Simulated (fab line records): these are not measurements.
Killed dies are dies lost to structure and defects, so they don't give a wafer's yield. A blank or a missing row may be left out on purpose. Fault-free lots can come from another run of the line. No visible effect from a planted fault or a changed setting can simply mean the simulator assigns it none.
The tool behind it: which one? + flow nandHarc + 24 lots with 72 wafers sampled at 3 steps, on a route of 1302 steps

WHAT EACH GAUGE READ, for each wafer
NHARC_A_CHANNEL_FILL_D1_THK_MEAS_06: measures by ellipsometry.
| lot  | measured     | on           | thkNm (nm)  |
|------|--------------|--------------|-------------|
| L074 | day 10 04:46 | filmMetro-02 | 4.3 5.9 3.6 |
| L075 | day 10 16:29 | filmMetro-01 | 4.7 6.2 3.1 |
| L076 | day 11 01:02 | filmMetro-02 | 4.7 7.7 3.9 |
| L077 | day 11 16:02 | filmMetro-02 | 5.0 5.1 6.1 |
| L078 | day 11 16:02 | filmMetro-01 | 4.3 4.3 5.3 |
| L079 | day 12 17:16 | filmMetro-02 | 5.4 6.5 4.9 |
| L080 | day 13 05:08 | filmMetro-02 | 4.5 4.0 6.4 |
| L081 | day 13 05:08 | filmMetro-01 | 6.0 4.2 4.0 |
| L082 | day 13 16:58 | filmMetro-02 | 5.0 6.9 3.7 |
| L083 | day 14 15:29 | filmMetro-02 | 5.1 6.7 5.5 |
| L084 | day 14 15:29 | filmMetro-01 | 4.3 4.6 5.6 |
| L085 | day 14 23:17 | filmMetro-01 | 5.8 4.8 5.8 |
| L086 | day 15 04:23 | filmMetro-01 | 5.5 5.7 5.2 |
| L087 | day 15 08:23 | filmMetro-02 | 5.5 6.9 5.1 |
| L089 | day 16 11:39 | filmMetro-02 | 5.1 5.7 5.2 |
| L088 | day 16 11:39 | filmMetro-01 | 5.6 6.0 4.2 |
| L091 | day 17 10:56 | filmMetro-01 | 5.0 5.4 5.4 |
| L090 | day 17 10:57 | filmMetro-02 | 4.5 5.5 4.2 |
| L093 | day 18 02:51 | filmMetro-02 | 4.1 5.6 4.2 |
| L092 | day 18 02:51 | filmMetro-01 | 7.3 5.2 4.7 |
| L094 | day 18 21:41 | filmMetro-02 | 4.2 4.6 4.3 |
| L096 | day 19 11:28 | filmMetro-02 | 4.0 2.9 6.9 |
| L095 | day 19 11:28 | filmMetro-01 | 4.1 4.2 5.0 |
| L097 | day 19 15:16 | filmMetro-02 | 5.9 6.5 4.6 |

NHARC_A_ONON_D2_THK_MEAS_30: measures by ellipsometry.
| lot  | measured     | on           | thkNm (nm)     |
|------|--------------|--------------|----------------|
| L074 | day 12 14:48 | filmMetro-01 | 1002 1004 1005 |
| L075 | day 13 03:02 | filmMetro-02 | 1014 1013 1011 |
| L076 | day 13 12:15 | filmMetro-01 | 1019 1018 1020 |
| L077 | day 14 00:06 | filmMetro-01 | 998 998 997    |
| L078 | day 13 23:57 | filmMetro-01 | 995 995 993    |
| L079 | day 15 06:28 | filmMetro-02 | 980 981 980    |
| L080 | day 15 14:47 | filmMetro-01 | 994 994 992    |
| L081 | day 15 14:47 | filmMetro-02 | 1000 1003 1004 |
| L082 | day 16 04:29 | filmMetro-02 | 1005 1003 1004 |
| L083 | day 17 05:08 | filmMetro-01 | 1005 1004 1004 |
| L084 | day 17 05:01 | filmMetro-01 | 989 989 989    |
| L085 | day 17 05:01 | filmMetro-01 | 1004 1003 1003 |
| L086 | day 17 17:58 | filmMetro-01 | 1013 1014 1013 |
| L087 | day 17 17:58 | filmMetro-02 | 998 999 999    |
| L089 | day 18 21:00 | filmMetro-02 | 994 993 995    |
| L088 | day 18 21:02 | filmMetro-02 | 1001 998 1001  |
| L091 | day 19 21:31 | filmMetro-02 | 985 984 984    |
| L090 | day 19 21:31 | filmMetro-01 | 995 994 997    |
| L093 | day 20 13:10 | filmMetro-01 | 994 993 994    |
| L092 | day 20 13:10 | filmMetro-02 | 993 993 992    |
| L094 | day 21 06:58 | filmMetro-02 | 1002 1003 1004 |
| L096 | day 21 19:51 | filmMetro-01 | 1001 1003 1001 |
| L095 | day 21 19:59 | filmMetro-02 | 1001 1001 1000 |
| L097 | day 22 08:13 | filmMetro-02 | 1004 1002 1004 |

EACH LOT AND THE TOOL THAT RAN IT (in order: tool; ch and the chambers of the sampled wafers; start)
| lot  | NHARC_A_DECK1_JOINT_CMP_13    |
|------|-------------------------------|
| L074 | cmp-03 ch 2,3, day 11 02:44   |
| L075 | cmp-03 ch 0,3, day 11 14:44   |
| L076 | cmp-02 ch 0,1, day 11 23:08   |
| L077 | cmp-03 ch 2,3, day 12 14:11   |
| L078 | cmp-04 ch 0,1, day 12 14:11   |
| L079 | cmp-03 ch 0,2,3, day 13 15:20 |
| L080 | cmp-02 ch 0,1,2, day 14 03:13 |
| L081 | cmp-04 ch 1,2,3, day 14 03:18 |
| L082 | cmp-04 ch 0,3, day 14 14:56   |
| L083 | cmp-04 ch 0,2,3, day 15 13:29 |
| L084 | cmp-02 ch 0,3, day 15 13:29   |
| L085 | cmp-04 ch 2,3, day 15 21:15   |
| L086 | cmp-03 ch 1,2, day 16 02:46   |
| L087 | cmp-02 ch 1,2,3, day 16 06:37 |
| L089 | cmp-04 ch 1,2,3, day 17 10:08 |
| L088 | cmp-03 ch 1,2, day 17 10:08   |
| L091 | cmp-04 ch 0,2,3, day 18 08:53 |
| L090 | cmp-02 ch 0,1,3, day 18 08:54 |
| L093 | cmp-03 ch 0,1, day 19 00:56   |
| L092 | cmp-04 ch 0,1,2, day 19 00:56 |
| L094 | cmp-04 ch 1,2,3, day 19 19:56 |
| L096 | cmp-04 ch 1,2,3, day 20 09:32 |
| L095 | cmp-03 ch 0,1, day 20 09:32   |
| L097 | cmp-02 ch 1,2,3, day 20 14:30 |
- NHARC_A_DECK1_JOINT_CMP_13: polishes, target thk 51.023 nm.

WHAT THE TOOLS THEMSELVES READ (means of the sampled wafers that have a number; where no wafer has one, the mark that the record gives instead)
NHARC_A_DECK1_JOINT_CMP_13.
| lot  | tool   | motorCurrentA (A) | timeToEndpointS (s) |
|------|--------|-------------------|---------------------|
| L074 | cmp-03 | 10.4              | 11                  |
| L075 | cmp-03 | 12.9              | 12                  |
| L076 | cmp-02 | 12.2              | 5                   |
| L077 | cmp-03 | 10.6              | 12                  |
| L078 | cmp-04 | 12.5              | 10                  |
| L079 | cmp-03 | 11.6              | 11                  |
| L080 | cmp-02 | 12.0              | 8                   |
| L081 | cmp-04 | 13.1              | 8                   |
| L082 | cmp-04 | 13.0              | 10                  |
| L083 | cmp-04 | 12.9              | 8                   |
| L084 | cmp-02 | 11.8              | 7                   |
| L085 | cmp-04 | 12.8              | 7                   |
| L086 | cmp-03 | 11.5              | 11                  |
| L087 | cmp-02 | 12.7              | 12                  |
| L089 | cmp-04 | 12.7              | 8                   |
| L088 | cmp-03 | 12.1              | 11                  |
| L091 | cmp-04 | 12.7              | 10                  |
| L090 | cmp-02 | 13.0              | 10                  |
| L093 | cmp-03 | 13.9              | 9                   |
| L092 | cmp-04 | 12.5              | 9                   |
| L094 | cmp-04 | 12.4              | 5                   |
| L096 | cmp-04 | 12.5              | 7                   |
| L095 | cmp-03 | 13.8              | 10                  |
| L097 | cmp-02 | 12.2              | 13                  |

THE ANSWER, worked out from the rows above alone
Rule: the usual values come from the lots themselves. Put in order of their means at a reading, lots are off if they are a third of the lots or fewer, leave a main group of 4 or more, and stand apart from it by a gap of 3 or more times the standard deviation of the main group's means; of several such gaps the widest counts. A main group whose means are all the same, to the digits that the tables above print for the reading, isn't used. A lot without any number at a reading at which 4 lots or more have one is off too. The other lots that the step has rows for count as sound. Order of review: gauges by route order, followed by the tools' own readings, for which a lot's mean as printed above is used. At the first step where some lot is off, the reading lying furthest off is the one used; lots without a number count as furthest.
Across all readings shown, no lot is off: no conclusion can be drawn from this.

WHAT THE SIMULATOR HAD PUT IN
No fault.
